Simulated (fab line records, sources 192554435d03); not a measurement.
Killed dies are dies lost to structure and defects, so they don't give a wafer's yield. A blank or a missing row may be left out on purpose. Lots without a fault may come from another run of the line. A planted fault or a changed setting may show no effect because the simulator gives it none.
fab line records | flow n5_finfet | part 2 of 2: steps 17 to 26 of 26
record lots=5 wafers=15 last_day=19
route steps=1938 shown BEOL_M8@1363
lots that met no fault: from a run of the same line without faults
start_h: hours from the record's first day to the start of the lot's first wafer shown | wait_h: hours since the lot's step before | " the same as in the row above | L1.1+2: a row that stands for several wafers | - no value, or no start given | * or withheld: withheld | < > ~ a bound
route shown NAME@n: a module of which the file shows steps, and the number in the route of the first | usual: mean/standard deviation of fault-free wafers | same: alike in all rows | chamber/n: place in a boat | sites: the reading at each site | _std_site: their standard deviation | _edge_site: outer sites' mean less inner sites' | radius_mm: how far each site lies from the wafer's centre | mask NAME#n: copy n | behind: the tool/chamber that last shaped the wafer | hold: why the lot was held/for how many hours/how that ended | device: the transistor (n, p or np) that didn't switch | end of line: the same wafers' tests at the end of the route | a step without rows: its recipe alone | killed: dies lost to structure and defects at the first sort, not the wafer's yield | map: a wafer's dies, x killed, . not, _ none there
set.NAME: the setting as run; set.NAME@STEP: as run at that earlier step | model.NAME: the simulator's own value behind a step, which no gauge read
lots at some steps of the route; a table a step, a row a wafer
services: from which hour (start_h, from the record's first day; less than 0 if before it) a tool's chamber was out of use, for how many hours, and why
## steps
# step N5_BEOL_M8_STRIP_80
# recipe chemistry=N2/H2 time_s=10 power_w=450 temp_c=40 pressure_mtorr=20 rf_frequency_hz=6e+07 bias_power_w=7 n2_flow_sccm=200 h2_flow_sccm=200
# usual drypump_motor_current_A=5.53/0.23 n2_flow_sccm=200.1/0.54 oes_product_au=0.79/0.09 rf_vpp_V=59.1/0.88 showerhead_plenum_p_Torr=2.53/0.086 throttle_valve_pct=23.60/0.24
# columns lot.wafer tool chamber start_h wait_h drypump_motor_current_A n2_flow_sccm oes_product_au rf_hours_counter_h rf_vpp_V showerhead_plenum_p_Torr throttle_valve_pct
L081.1 rie_diel-06 2 - - 5.27 199.2 0.70 223 58.2 2.51 23.40
L081.3 " 3 " " 5.35 200.2 0.77 158 60.0 2.54 23.92
L081.4 " 0 " " 5.56 200.2 0.71 212 58.6 2.40 23.82
L084.2 rie_diel-05 3 - - 5.60 199.7 0.85 72 59.6 2.57 23.52
L084.5 " 3 " " 5.63 199.4 0.85 - 59.5 2.57 23.53
L084.6 " 2 " " 5.93 199.3 0.69 - 59.2 2.50 23.36
L089.3 rie_diel-03 2 - - 5.61 200.5 0.70 206 57.8 2.31 23.60
L089.4 " 1 " " 5.48 199.6 0.81 99 59.3 2.55 23.39
L089.5 " 3 " " 5.32 200.2 0.80 - 59.5 2.55 23.87
L091.1 rie_diel-05 3 - - 5.60 200.6 0.81 105 61.1 2.56 23.57
L091.3 " 0 " " 5.12 199.7 0.70 230 60.9 2.61 23.98
L091.5 " 2 " " 5.91 201.2 0.96 - 58.9 2.49 23.05
L095.2 rie_diel-06 0 - - 5.52 200.4 0.97 4 58.9 2.70 23.54
L095.3 " 3 " " 5.34 199.6 0.73 200 59.1 2.52 23.99
L095.6 " 1 " " 5.88 201.2 0.72 - 59.9 2.53 23.51
# step N5_BEOL_M8_OCD_MEAS_38
# usual trench_depth_nm=92.9/1.3
# columns lot.wafer tool chamber start_h wait_h trench_depth_nm
L081.1 ocd-02 - 268.98 - 92.2
L081.3 " - " " 93.5
L081.4 " - " " 94.0
L084.2 ocd-02 - 298.19 - 92.8
L084.5 " - " " 94.8
L084.6 " - " " 91.8
L089.3 ocd-02 - 351.07 - 91.7
L089.4 " - " " 93.6
L089.5 " - " " 93.3
L091.1 ocd-01 - 382.01 - 92.6
L091.3 " - " " 91.8
L091.5 " - " " 94.0
L095.2 ocd-01 - 386.85 - 93.4
L095.3 " - " " 93.0
L095.6 " - " " 92.5
# step N5_BEOL_M8_HM_STRIP_39
# recipe chemistry=peroxide_tin_strip material=TiN target_depth_a=250 temp_c=50 time_s=158
# columns lot.wafer tool chamber start_h wait_h
L081.1+3+4 wet_bench-01 4,3,0 269.02 0.0
L084.2+5+6 wet_bench-05 3,4,7 298.22 0.0
L089.3+4+5 wet_bench-05 2,6,4 351.10 0.0
L091.1+3+5 wet_bench-06 6,0,1 382.04 0.0
L095.2+3+6 wet_bench-01 7,3,5 386.88 0.0
# step N5_BEOL_M8_SRD_40
# recipe time_s=30 temp_c=23 rinse_liquid=diw dry=ipa_marangoni
# usual do_supply_ppb=10.00/0.1
# columns lot.wafer tool chamber start_h wait_h do_supply_ppb
L081.1 wet_bench-01 4 269.06 0.0 10.10
L081.3 " 3 " " 10.08
L081.4 " 0 " " 10.04
L084.2 wet_bench-05 3 298.26 0.0 10.06
L084.5 " 4 " " 10.02
L084.6 " 7 " " 10.10
L089.3 wet_bench-05 2 351.15 0.0 10.03
L089.4 " 6 " " 9.98
L089.5 " 4 " " 9.87
L091.1 wet_bench-06 6 382.09 0.0 10.16
L091.3 " 0 " " 10.21
L091.5 " 1 " " 9.88
L095.2 wet_bench-01 7 386.93 0.0 10.03
L095.3 " 3 " " 10.06
L095.6 " 5 " " 10.10
# step N5_BEOL_M8_PRECLEAN_42
# recipe chemistry=residue_remover time_s=60 temp_c=40
# columns lot.wafer tool chamber start_h wait_h
L081.1+3+4 wet_bench-01 4,3,0 269.08 0.0
L084.2+5+6 wet_bench-05 3,4,7 298.28 0.0
L089.3+4+5 wet_bench-05 2,6,4 351.16 0.0
L091.1+3+5 wet_bench-06 6,0,1 382.11 0.0
L095.2+3+6 wet_bench-01 7,3,5 386.94 0.0
# step N5_BEOL_M8_SRD_43
# recipe time_s=30 temp_c=23 rinse_liquid=diw dry=ipa_marangoni
# usual do_supply_ppb=10.00/0.098
# columns lot.wafer tool chamber start_h wait_h do_supply_ppb
L081.1 wet_bench-01 4 269.10 0.0 10.14
L081.3 " 3 " " 10.00
L081.4 " 0 " " 10.01
L084.2 wet_bench-05 3 298.30 0.0 9.98
L084.5 " 4 " " 10.01
L084.6 " 7 " " 10.02
L089.3 wet_bench-05 2 351.18 0.0 9.99
L089.4 " 6 " " 10.00
L089.5 " 4 " " 10.26
L091.1 wet_bench-06 6 382.12 0.0 10.01
L091.3 " 0 " " 9.94
L091.5 " 1 " " 10.09
L095.2 wet_bench-01 7 386.96 0.0 10.10
L095.3 " 3 " " 9.96
L095.6 " 5 " " 9.89
# step N5_BEOL_M8_CD_MEAS_35
# recipe target_cd_nm=40 polarity=opening
# usual cd_nm=40.2/0.5
# columns lot.wafer tool chamber start_h wait_h cd_nm
L081.1 cd_sem-01 - 269.14 0.0 40.2
L081.3 " - " " 40.2
L081.4 " - " " 40.2
L084.2 cd_sem-03 - 298.34 0.0 40.0
L084.5 " - " " 39.9
L084.6 " - " " 40.0
L089.3 cd_sem-03 - 351.22 0.0 40.6
L089.4 " - " " 40.4
L089.5 " - " " 39.9
L091.1 cd_sem-02 - 382.16 0.0 40.3
L091.3 " - " " 40.4
L091.5 " - " " 39.7
L095.2 cd_sem-03 - 387.00 0.0 41.0
L095.3 " - " " 40.9
L095.6 " - " " 41.3
# step N5_BEOL_M8_CURE_75
# recipe temp_c=370 time_s=120 ambient=DMADMS/He material=SiCOH_lowk
# usual lamp_power_pct=52.31/0.056 wafer_temp_C_max=372.0/0.61
# columns lot.wafer tool chamber start_h wait_h lamp_power_pct wafer_temp_C_max
L081.1 uv_cure-03 1 269.18 0.0 52.26 371.5
L081.3 " 1 " " 52.32 371.9
L081.4 " 1 " " 52.21 371.9
L084.2 uv_cure-02 1 298.48 0.1 52.32 372.3
L084.5 " 1 " " 52.31 372.3
L084.6 " 1 " " 52.30 372.8
L089.3 uv_cure-01 2 351.36 0.1 52.39 371.4
L089.4 " 2 " " 52.26 371.7
L089.5 " 2 " " 52.29 371.6
L091.1 uv_cure-01 1 382.21 0.0 52.28 372.9
L091.3 " 1 " " 52.30 372.4
L091.5 " 1 " " 52.34 374.1
L095.2 uv_cure-03 1 387.09 0.1 52.29 371.7
L095.3 " 1 " " 52.32 371.4
L095.6 " 1 " " 52.28 371.4
# step N5_BEOL_M8_DEGAS_44
# recipe ambient=vacuum temp_c=250 time_s=60
# usual heater_power_w=315/38 susceptor_temp_C=250.01/0.18
# columns lot.wafer tool chamber start_h wait_h heater_power_w susceptor_temp_C
L081.1 pvd_sputter-01 - 269.50 0.3 280 250.15
L081.3 " - " " 312 250.14
L081.4 " - " " 356 249.89
L084.2 pvd_sputter-01 - 300.88 2.3 359 249.88
L084.5 " - " " 316 249.95
L084.6 " - " " 297 249.92
L089.3 pvd_sputter-03 - 352.00 0.6 400 250.12
L089.4 " - " " 322 249.70
L089.5 " - " " 314 249.99
L091.1 pvd_sputter-02 - 382.57 0.3 354 250.08
L091.3 " - " " 303 250.00
L091.5 " - " " 309 250.04
L095.2 pvd_sputter-03 - 387.92 0.8 271 249.91
L095.3 " - " " 248 249.89
L095.6 " - " " 251 249.97
# step N5_BEOL_M8_PRE_CLEAN_45
# recipe gas=H2/He time_s=30 temp_c=250
# usual heater_power_w=314/37 susceptor_temp_C=250.00/0.19
# columns lot.wafer tool chamber start_h wait_h heater_power_w susceptor_temp_C
L081.1 pvd_sputter-01 - 269.54 0.0 277 250.11
L081.3 " - " " 304 250.15
L081.4 " - " " 352 249.89
L084.2 pvd_sputter-01 - 300.92 0.0 355 249.89
L084.5 " - " " 319 249.83
L084.6 " - " " 299 250.08
L089.3 pvd_sputter-03 - 352.04 0.0 404 249.77
L089.4 " - " " 310 249.97
L089.5 " - " " 313 250.04
L091.1 pvd_sputter-02 - 382.61 0.0 356 250.07
L091.3 " - " " 299 250.11
L091.5 " - " " 305 250.44
L095.2 pvd_sputter-03 - 387.96 0.0 275 250.23
L095.3 " - " " 246 250.08
L095.6 " - " " 252 249.97
## services
# columns tool chamber start_h hours kind
uv_cure-02 - 246.03 3.4 pm
rie_diel-06 2 285.04 20.5 repair
rie_diel-03 1 290.99 9.8 repair
rie_diel-05 0 297.70 19.9 repair
rie_diel-06 0 300.01 1.3 repair
rie_diel-06 3 303.75 16.3 repair
rie_diel-06 2 311.68 4.3 repair
rie_diel-06 - 315.30 0.9 repair
uv_cure-03 - 334.74 4.5 pm
rie_diel-05 1 340.08 4.4 repair
rie_diel-05 2 342.03 3.2 repair
rie_diel-06 0 358.73 - clean
rie_diel-06 0 358.73 - consumable_replace:focus_ring
rie_diel-06 0 358.73 - consumable_replace:showerhead
rie_diel-06 0 358.73 18.1 scheduled_down
rie_diel-06 0 358.73 18.1 vent_cycle
uv_cure-01 - 368.52 7.5 pm
rie_diel-03 1 369.64 16.3 repair
uv_cure-02 - 371.31 28.1 pm
rie_diel-06 2 376.91 - clean
rie_diel-06 2 376.91 - consumable_replace:focus_ring
rie_diel-06 2 376.91 14.1 scheduled_down
rie_diel-06 2 376.91 14.1 vent_cycle
rie_diel-05 1 387.25 21.5 repair
